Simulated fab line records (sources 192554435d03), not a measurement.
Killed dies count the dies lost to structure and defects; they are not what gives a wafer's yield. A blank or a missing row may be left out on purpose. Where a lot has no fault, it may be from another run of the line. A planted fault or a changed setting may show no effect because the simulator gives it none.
Chamber matching :: flow n5Finfet :: N5_BEOL_M0_PRE_CLEAN_131 on cvdCo-01: 3 sister chambers
The step time 15 s. 16 wafers are shown with their chamber, then 8 later ones without.

WAFERS WITH THEIR CHAMBER
wafer: L567.1
chamber: 2
heaterPowerW (W): 79

wafer: L567.4
chamber: 0
heaterPowerW (W): 67

wafer: L567.5
chamber: 0
heaterPowerW (W): 67

wafer: L569.3
chamber: 1
heaterPowerW (W): 81

wafer: L569.4
chamber: 2
heaterPowerW (W): 81

wafer: L569.6
chamber: 0
heaterPowerW (W): 67

wafer: L570.1
chamber: 1
heaterPowerW (W): 83

wafer: L570.3
chamber: 2
heaterPowerW (W): 82

wafer: L570.5
chamber: 1
heaterPowerW (W): 79

wafer: L572.1
chamber: 0
heaterPowerW (W): 67

wafer: L572.4
chamber: 1
heaterPowerW (W): 81

wafer: L572.6
chamber: 0
heaterPowerW (W): 68

wafer: L573.4
chamber: 2
heaterPowerW (W): 80

wafer: L573.5
chamber: 1
heaterPowerW (W): 82

wafer: L573.6
chamber: 0
heaterPowerW (W): 67

wafer: L583.2
chamber: 0
heaterPowerW (W): 67

SIGNATURES, as means of the wafers listed above
reading: heaterPowerW
chamber 0: 67.14
chamber 1: 81.20
chamber 2: 80.50
scatter within a chamber: 1.06
Rule: a wafer's distance from a chamber is the root of the sum, over the readings, of the square of ((its reading less the chamber's mean) divided by the reading's scatter). The wafer belongs to the nearest chamber; if the next one is less than 2 further off, it can't be placed. The scatter is the square root of a quotient: the sum, over the shown wafers, of each reading's squared deviation from its chamber's mean, divided by wafers minus chambers.

WAFERS WITH NO CHAMBER GIVEN
wafer: L583.5
heaterPowerW (W): 81

wafer: L583.6
heaterPowerW (W): 67

wafer: L584.1
heaterPowerW (W): 84

wafer: L584.4
heaterPowerW (W): 82

wafer: L584.6
heaterPowerW (W): 82

wafer: L586.1
heaterPowerW (W): 82

wafer: L586.2
heaterPowerW (W): 81

wafer: L586.6
heaterPowerW (W): 80

WHICH CHAMBER EACH ONE RAN IN
wafer: L583.5
from the rows above: can't be placed: 1 or 2
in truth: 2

wafer: L583.6
from the rows above: 0
in truth: 0

wafer: L584.1
from the rows above: can't be placed: 1 or 2
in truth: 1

wafer: L584.4
from the rows above: can't be placed: 1 or 2
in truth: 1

wafer: L584.6
from the rows above: can't be placed: 1 or 2
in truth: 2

wafer: L586.1
from the rows above: can't be placed: 1 or 2
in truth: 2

wafer: L586.2
from the rows above: can't be placed: 1 or 2
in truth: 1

wafer: L586.6
from the rows above: can't be placed: 2 or 1
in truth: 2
Placed correctly: 1 of 8. Unplaceable from these rows: 7, with the true chamber sitting among the candidates in 7. 0 placed wrongly.
